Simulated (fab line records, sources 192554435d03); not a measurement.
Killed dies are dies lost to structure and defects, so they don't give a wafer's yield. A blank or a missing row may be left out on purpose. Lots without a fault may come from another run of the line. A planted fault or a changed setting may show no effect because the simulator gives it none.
Split-lot experiment | flow n5_finfet | 7 lots, 21 wafers read, on a route of 1938 steps

THE SPLIT
At N5_BEOL_M5_EXPOSE_08 (exposes mask M5, target cd 28 nm), the setting dose_mj was moved away from the recipe's 35.75 on 9 of the 21 wafers read, by -5.2% to +3.9%. The other wafers ran this setting at the recipe's value.

FROM THE SPLIT TO THE READING: what the file shows between them, 16 steps
- N5_BEOL_M5_PEB_09: peb time 60 s
- N5_BEOL_M5_DEVELOP_10: develop time 30 s
- N5_BEOL_M5_CD_MEAS_11: target cd 27.74 nm
- N5_BEOL_M5_DESCUM_16: chemistry O2, time 7 s (also split here: time_s)
- N5_BEOL_M5_ETCH_72: etches underlayer in N2/H2, target depth 6.5 nm, time 5.2 s
- N5_BEOL_M5_ETCH_61: etches SiARC in CF4, target depth 15.6 nm, time 26 s
- N5_BEOL_M5_ETCH_62: etches SOC in N2/H2, target depth 75 nm, overetch 15 nm, time 112.5 s
- N5_BEOL_M5_STRIP_63: strips in N2/H2
- N5_BEOL_M5_STRIP_73: strips in N2/H2
- N5_BEOL_M5_STRIP_64: strips in CF4
- N5_BEOL_M5_HM_OPEN_17: chemistry Cl2/BCl3, target TiN, target depth 20 nm, overetch 6 nm
- N5_BEOL_M5_TRENCH_ETCH_37: etches SiCOH lowk in C4F6/O2, target depth 71.652 nm, time 24.7 s (also split here: bias_w)
- N5_BEOL_M5_ETCH_41: etches SiCN in CH3F/O2, target depth 31.5 nm, time 56.7 s
- N5_BEOL_M5_STRIP_91: strips in N2/H2, time 10 s
- N5_BEOL_M5_PRECLEAN_42: cleans in residue remover, time 60 s
- N5_BEOL_M5_SRD_43: time 30 s

THE READING
cd_nm, in nm, at N5_BEOL_M5_CD_MEAS_35 (target cd 28 nm, target cd y 24 nm). Fault-free wafers of this fab line usually give 28.0 nm, standard deviation 0.33 nm.

wafer  | tool, chamber at the split | dose_mj as run | against the recipe | cd_nm, nm | against lot-mates on the recipe
L078.1 | euv_scanner-02, 0          | 34.02          | -4.8%              | 26.7      | -1.5
L078.2 | euv_scanner-02, 0          | 34.02          | -4.8%              | 26.7      | -1.5
L078.3 | euv_scanner-02, 0          | 35.75          | recipe             | 28.2      | -
L074.2 | euv_scanner-01, 0          | 34.46          | -3.6%              | 27.1      | -1.0
L074.4 | euv_scanner-01, 0          | 35.75          | recipe             | 27.8      | -
L074.6 | euv_scanner-01, 0          | 35.75          | recipe             | 28.4      | -
L080.2 | euv_scanner-01, 0          | 35.75          | recipe             | 28.4      | -
L080.3 | euv_scanner-01, 0          | 33.9           | -5.2%              | 27.0      | -1.4
L080.6 | euv_scanner-01, 0          | 33.9           | -5.2%              | 27.0      | -1.4
L089.1 | euv_scanner-01, 0          | 37.13          | +3.9%              | 29.3      | +1.4
L089.4 | euv_scanner-01, 0          | 37.13          | +3.9%              | 28.5      | +0.6
L089.6 | euv_scanner-01, 0          | 35.75          | recipe             | 27.9      | -
L094.1 | euv_scanner-02, 0          | 36.55          | +2.2%              | 28.5      | +0.6
L094.3 | euv_scanner-02, 0          | 36.55          | +2.2%              | 28.5      | +0.6
L094.4 | euv_scanner-02, 0          | 35.75          | recipe             | 27.9      | -
L093.3 | euv_scanner-02, 0          | 35.75          | recipe             | 28.2      | -
L093.4 | euv_scanner-02, 0          | 35.75          | recipe             | 28.6      | -
L093.6 | euv_scanner-02, 0          | 35.75          | recipe             | 28.2      | -
L095.1 | euv_scanner-02, 0          | 35.75          | recipe             | 28.3      | -
L095.4 | euv_scanner-02, 0          | 35.75          | recipe             | 28.2      | -
L095.5 | euv_scanner-02, 0          | 35.75          | recipe             | 27.5      | -

THE FIT
A straight line over all 21 wafers: cd_nm changes by +0.237 nm for each +1% of dose_mj; r = +0.92; the points scatter about the line by 0.29 nm.
The same after taking each lot's own level away (the mean of its wafers on the recipe; 21 wafers): +0.279 nm for each +1%; r = +0.96; scatter 0.23 nm.
On that fit, the largest move of dose_mj shifts the reading by 1.4 nm.
The lots' own levels span 27.90 to 28.40 nm, that is 1.5 times the standard deviation above.
So the lot-to-lot level changes the slope: the two fits differ.
Check: with one of the wafers moved furthest among these (-5.2%) left out of the fit, the line predicts -1.48 nm for it against its lot-mates. It came out at -1.4 nm against them.

OTHER SPLITS ON THESE WAFERS
These wafers also went through other splits before the reading. Each is held against what the fit with the lots' levels taken away leaves over:
other split on the same wafers   | wafers away from the commonest value | r with cd_nm (lot level and that fit taken away)
N5_BEOL_M5_DESCUM_16 time_s      | 7                                    | +0.12
N5_BEOL_M5_TRENCH_ETCH_37 bias_w | 6                                    | +0.23

THE WHOLE CHAIN: every reading that the file lists as answering this split, in the file's order
step                  | what it does                                                          | reading                                                        | change (the file's fit)               | r (the file's)
N5_BEOL_M5_CD_MEAS_11 | target cd 27.74 nm                                                    | cd_nm                                                          | +0.306 nm for each +1% of the setting | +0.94
N5_BEOL_M5_DESCUM_16  | chemistry O2, time 7 s                                                | BEOL_M5.cd_nm (the simulator's own value, which no gauge read) | +0.252 nm for each +1% of the setting | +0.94
N5_BEOL_M5_ETCH_72    | etches underlayer in N2/H2, target depth 6.5 nm, time 5.2 s           | BEOL_M5.cd_nm (the simulator's own value, which no gauge read) | +0.272 nm for each +1% of the setting | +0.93
N5_BEOL_M5_ETCH_61    | etches SiARC in CF4, target depth 15.6 nm, time 26 s                  | BEOL_M5.cd_nm (the simulator's own value, which no gauge read) | +0.256 nm for each +1% of the setting | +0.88
N5_BEOL_M5_ETCH_62    | etches SOC in N2/H2, target depth 75 nm, overetch 15 nm, time 112.5 s | BEOL_M5.cd_nm (the simulator's own value, which no gauge read) | +0.217 nm for each +1% of the setting | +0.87
N5_BEOL_M5_HM_OPEN_17 | chemistry Cl2/BCl3, target TiN, target depth 20 nm, overetch 6 nm     | BEOL_M5.cd_nm (the simulator's own value, which no gauge read) | +0.232 nm for each +1% of the setting | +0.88
N5_BEOL_M5_CD_MEAS_35 | target cd 28 nm, target cd y 24 nm                                    | cd_nm                                                          | +0.281 nm for each +1% of the setting | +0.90

THE FILE'S OWN FIT
cd_nm changes by +0.281 nm for each +1% of dose_mj, r = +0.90.
